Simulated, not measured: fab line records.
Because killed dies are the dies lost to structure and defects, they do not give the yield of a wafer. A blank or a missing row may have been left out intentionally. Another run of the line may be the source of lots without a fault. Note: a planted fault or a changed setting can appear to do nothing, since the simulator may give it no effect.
A lot that was struck, set against a sound lot + flow n5-finfet + 15 steps out of a route of 1938
Sound: the wafers L403.2, L403.4, L403.5. Struck: wafers L407.2, L407.4 (left out: L407.1, a lot-mate that was not struck); the cause follows at the end.
For every step that has rows: the tool of each side, followed by ch and its chambers, followed by its first start. Under that, the readings that differ: sound wafers + struck wafers + difference of the means + sigmas: that difference in standard deviations of wafers without a fault.
alike: words and numbers the same on both sides, and readings whose means are apart by under 2 such deviations; not compared: readings that were withheld, readings missing a value for some wafer, numbers with overlapping values and no deviation given by the record, and bounds like >300 which may hide the same value.
Wherever a step has rows on one side only, a row that says differs or no value, or a row with sigmas, the two part there. Non-overlapping numbers with no deviation appear without sigmas and do not part them. A reading missing from all wafers of one side parts the sides only when that side holds two or more wafers.

N5_BEOL_M7_CURE_75: cures SiCOH lowk, time 120 s.
  sound on uv-cure-01 ch 1, day 11 13:34; struck on uv-cure-02 ch 1, day 12 22:01
  alike: lamp-power-pct, wafer_temp_C_max
then, 1 step without rows for these wafers: N5_BEOL_M7_DEGAS_44 (time 60 s).
N5_BEOL_M7_PRE_CLEAN_45: time 30 s.
  sound on pvd-sputter-01, day 11 13:55; struck on pvd-sputter-02, day 12 22:55
  alike: heater-power-w
N5_BEOL_M7_ALD_77: deposits TaN, target thk 2 nm, pulse time 2 s, purge time 3 s.
  sound on ald-metal-01 ch 0,1,2, day 11 13:59; struck on ald-metal-04 ch 0,3, day 12 22:59
  alike: heater-power-w, mfc-carrier-sccm
  not compared: since-wet-clean-h
N5_BEOL_M7_SURFACE_TREAT_79:
  sound on pvd-sputter-02, day 11 14:17; struck on pvd-sputter-02, day 12 23:40
  not compared: throttle-valve-pct
then, 1 step without rows for these wafers: N5_BEOL_M7_CVD_78 (deposits Co from CCTBA/H2, target thk 2 nm, time 142.3 s).
N5_BEOL_M7_SPUTTER_48: material Cu, target thk 10 nm, time 1.667 s.
  sound on pvd-sputter-03, day 11 14:43; struck on pvd-sputter-01, day 13 00:04
  alike: chuck-sensor-temp-C, throttle-valve-pct
then, 3 steps without rows for these wafers: N5_BEOL_M7_ECD_50 (material Cu, target thk 300 nm); N5_BEOL_M7_ANNEAL_51 (time 90 s); N5_BEOL_M7_CMP_52 (polishes, stops on SiCOH lowk, t overpolish 6.9 s, target thk 80 nm).
N5_BEOL_M7_THK_MEAS_53: measures by xrf.
  sound on film-metro-01, day 11 15:31; struck on film-metro-01, day 13 01:35
  alike: M7_THK
then, 1 step without rows for these wafers: N5_BEOL_M7_PRE_CLEAN_55 (time 15 s).
N5_BEOL_M7_DEP_56: deposits SiCN from 3MS/NH3, target thk 10 nm, time 17.5 s.
  sound on pecvd-03 ch 0,1, day 11 15:35; struck on pecvd-03 ch 0, day 13 01:38
| reading                                  | sound      | struck  | difference | sigmas |
|------------------------------------------|------------|---------|------------|--------|
| model.SiCN_of_BEOL_M7_DEP_56.thk-nm (nm) | 9.8 9.8 10 | 15 15.4 | +5         |        |
  alike: showerhead-plenum-p-Torr, throttle-valve-pct
  not compared: since-wet-clean-h
N5_BEOL_M7_RS_MEAS_57: measures by four-point-probe.
  sound on film-metro-01, day 11 15:39; struck on film-metro-02, day 13 01:43
  alike: M7_RS
after that, 1 step had no rows for these wafers: N5_PASSIVATION_PROBE_49.

WHERE THEY PART
Nowhere in this record.

WHY: what the simulator had put in
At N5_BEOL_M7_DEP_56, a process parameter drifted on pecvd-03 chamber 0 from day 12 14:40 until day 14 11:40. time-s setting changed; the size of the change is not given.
